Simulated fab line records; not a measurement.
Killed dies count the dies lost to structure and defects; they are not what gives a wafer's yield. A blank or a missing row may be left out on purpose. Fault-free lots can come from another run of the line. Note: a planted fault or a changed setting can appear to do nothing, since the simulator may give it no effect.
Which tool is to blame? / flow nand-harc / Sampling: 11 lots, 33 wafers, 4 of 1302 route steps

WHAT THE GAUGES READ, wafer by wafer
NHARC_P_M0_CD_MEAS_09 targets a cd of 90 nm.
lot=L977; measured=day 5 22:35; on=cd-sem-01; cd-nm (nm)=90.3 90.4 89.4
lot=L979; measured=day 6 16:37; on=cd-sem-01; cd-nm (nm)=90.3 90.9 90.3
lot=L985; measured=day 10 05:01; on=cd-sem-03; cd-nm (nm)=89.2 88.6 88.9
lot=L984; measured=day 10 05:59; on=cd-sem-03; cd-nm (nm)=90.0 89.9 89.1
lot=L986; measured=day 10 11:59; on=cd-sem-03; cd-nm (nm)=89.7 89.8 89.7
lot=L983; measured=day 10 13:19; on=cd-sem-02; cd-nm (nm)=90.2 91.5 89.4
lot=L987; measured=day 10 13:31; on=cd-sem-01; cd-nm (nm)=91.0 91.6 90.9
lot=L982; measured=day 10 18:40; on=cd-sem-03; cd-nm (nm)=91.0 90.5 90.7
lot=L988; measured=day 10 21:22; on=cd-sem-02; cd-nm (nm)=89.7 90.6 91.3
lot=L998; measured=day 15 02:28; on=cd-sem-01; cd-nm (nm)=94.7 96.0 95.9
lot=L999; measured=day 15 08:47; on=cd-sem-02; cd-nm (nm)=95.6 95.1 95.2

EACH LOT AND THE TOOL THAT RAN IT (in order: tool; ch and the chambers of the sampled wafers; start)
lot=L977; NHARC_P_CONTACT_ETCH_35=rie-diel-07 ch 1,3, day 5 18:40; NHARC_P_CONTACT_CVD_23=cvd-w-01 ch 0,1, day 5 22:30 or earlier; NHARC_P_M0_PEB_07=litho-track-06 ch 0, day 5 22:30
lot=L979; NHARC_P_CONTACT_ETCH_35=rie-diel-07 ch 0,3, day 6 12:44; NHARC_P_CONTACT_CVD_23=cvd-w-02 ch 1, day 6 16:32 or earlier; NHARC_P_M0_PEB_07=litho-track-04 ch 0, day 6 16:32
lot=L985; NHARC_P_CONTACT_ETCH_35=rie-diel-07 ch 0,1,2, day 10 01:07; NHARC_P_CONTACT_CVD_23=cvd-w-01 ch 0,1, day 10 04:56 or earlier; NHARC_P_M0_PEB_07=litho-track-01 ch 0, day 10 04:56
lot=L984; NHARC_P_CONTACT_ETCH_35=rie-diel-13 ch 0,2,3, day 10 01:56; NHARC_P_CONTACT_CVD_23=cvd-w-01 ch 0,1, day 10 05:55 or earlier; NHARC_P_M0_PEB_07=litho-track-01 ch 0, day 10 05:55
lot=L986; NHARC_P_CONTACT_ETCH_35=rie-diel-13 ch 0,2,3, day 10 08:00; NHARC_P_CONTACT_CVD_23=cvd-w-01 ch 0,1, day 10 11:54 or earlier; NHARC_P_M0_PEB_07=litho-track-01 ch 0, day 10 11:54
lot=L983; NHARC_P_CONTACT_ETCH_35=rie-diel-13 ch 0,2, day 10 09:15; NHARC_P_CONTACT_CVD_23=cvd-w-02 ch 0,1, day 10 13:14 or earlier; NHARC_P_M0_PEB_07=litho-track-06 ch 0, day 10 13:14
lot=L987; NHARC_P_CONTACT_ETCH_35=rie-diel-07 ch 2,3, day 10 09:22; NHARC_P_CONTACT_CVD_23=cvd-w-01 ch 0,1, day 10 13:26 or earlier; NHARC_P_M0_PEB_07=litho-track-04 ch 0, day 10 13:26
lot=L982; NHARC_P_CONTACT_ETCH_35=rie-diel-07 ch 1,2,3, day 10 14:45; NHARC_P_CONTACT_CVD_23=cvd-w-01 ch 0,1, day 10 18:35 or earlier; NHARC_P_M0_PEB_07=litho-track-06 ch 0, day 10 18:35
lot=L988; NHARC_P_CONTACT_ETCH_35=rie-diel-02 ch 0,3, day 10 17:20; NHARC_P_CONTACT_CVD_23=cvd-w-02 ch 0,1, day 10 21:16 or earlier; NHARC_P_M0_PEB_07=litho-track-06 ch 0, day 10 21:16
lot=L998; NHARC_P_CONTACT_ETCH_35=rie-diel-02 ch 0,1,2, day 14 22:34; NHARC_P_CONTACT_CVD_23=cvd-w-01 ch 0,1, day 15 02:23 or earlier; NHARC_P_M0_PEB_07=litho-track-04 ch 0, day 15 02:23
lot=L999; NHARC_P_CONTACT_ETCH_35=rie-diel-07 ch 1,2,3, day 15 04:50; NHARC_P_CONTACT_CVD_23=cvd-w-02 ch 0,1, day 15 08:43 or earlier; NHARC_P_M0_PEB_07=litho-track-04 ch 0, day 15 08:43
- NHARC_P_CONTACT_ETCH_35: etches the open film in CF4, target depth 39 nm, time 65 s.
- NHARC_P_CONTACT_CVD_23: deposits W, target thk 200 nm, time 557 s.
- NHARC_P_M0_PEB_07: peb time 65 s.

THE ANSWER, worked out from the rows above alone
Rule: usual is defined by the lots themselves. The widest of any qualifying gaps counts: lots, ordered by their means at a reading, are off when they make up no more than a third of the lots, leave a main group of 4 or more, and stand apart from it by 3 or more times the standard deviation of that group's means. If all means in a main group match to the digits the tables above print for the reading, that group is not used. Also off: a lot with no number at a reading for which 4 or more lots have one. All remaining lots with rows at the step are treated as sound.
Off: L998, L999, at NHARC_P_M0_CD_MEAS_09 (cd-nm). Main group: mean 90.2 nm, sd 0.64.
A tool fits if, at a process step before that reading, it ran every lot that is off, and no sound lot after the first of them. Those tools and the gauges at NHARC_P_M0_CD_MEAS_09 are tried in the same way. With no start given for some of its lots, NHARC_P_CONTACT_CVD_23 uses the hours and lot order of NHARC_P_M0_PEB_07. One fits: NHARC_P_M0_PEB_07 on litho-track-04. A fault onset in the window from L987 (day 10 13:26, its last sound lot) to L998 (day 15 02:23, its first lot off) fits.

WHAT THE SIMULATOR HAD INSERTED
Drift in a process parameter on litho-track-04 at NHARC_P_M0_PEB_07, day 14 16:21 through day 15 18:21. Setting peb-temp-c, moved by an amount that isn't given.
Lots struck among those shown: L998, L999. The rule above found the same.
